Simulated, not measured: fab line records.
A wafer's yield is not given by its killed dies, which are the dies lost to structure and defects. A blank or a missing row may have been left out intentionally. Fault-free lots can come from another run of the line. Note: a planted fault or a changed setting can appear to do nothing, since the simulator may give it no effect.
Matching of chambers -- flow n5-finfet -- pecvd-01 running N5_BEOL_M9_PECVD_70: 3 sister chambers
The step deposits SiO2 from TEOS/O2, target thk 20 nm, time 22.7 s. 6 wafers are shown with their chamber, then 10 later ones without.

== WAFERS WITH THEIR CHAMBER ==
wafer,chamber,throttle-valve-pct (%),showerhead-plenum-p-Torr (Torr)
L090.4,0,23.7,8.74
L093.2,2,21.5,8.70
L093.3,1,20.3,8.77
L093.5,1,20.2,8.76
L091.3,0,23.9,8.73
L091.5,2,21.3,8.70

== WAFERS WHOSE CHAMBER IS MISSING ==
wafer,throttle-valve-pct (%),showerhead-plenum-p-Torr (Torr)
L091.6,23.9,8.75
L095.1,24.1,8.72
L095.4,21.4,8.68
L095.5,20.6,8.75
L097.2,23.8,8.76
L097.3,21.5,8.70
L097.5,21.5,8.70
L096.1,21.6,8.71
L096.2,23.8,8.75
L096.5,21.5,8.69

== CHAMBER TAKEN BY EACH ==
wafer,from the rows above,in truth
L091.6,0,0
L095.1,0,0
L095.4,2,2
L095.5,1,1
L097.2,0,0
L097.3,2,2
L097.5,2,2
L096.1,2,2
L096.2,0,0
L096.5,2,2
Correctly placed: 10 of 10. Can't be placed from these rows: 0. Placed wrongly: 0.
How it was worked out, from the rows above alone: a wafer's distance from a chamber is the root of the sum, over the readings, of the square of ((its reading less the chamber's mean) divided by the reading's scatter). If the next closest chamber is less than 2 further off than the closest, the wafer can't be placed; otherwise it belongs to the closest. A chamber's mean is the mean of its shown wafers. How the scatter is found: for the shown wafers, subtract from each reading the mean of its chamber, square and add these, divide the total by (wafers less chambers), then take the root.
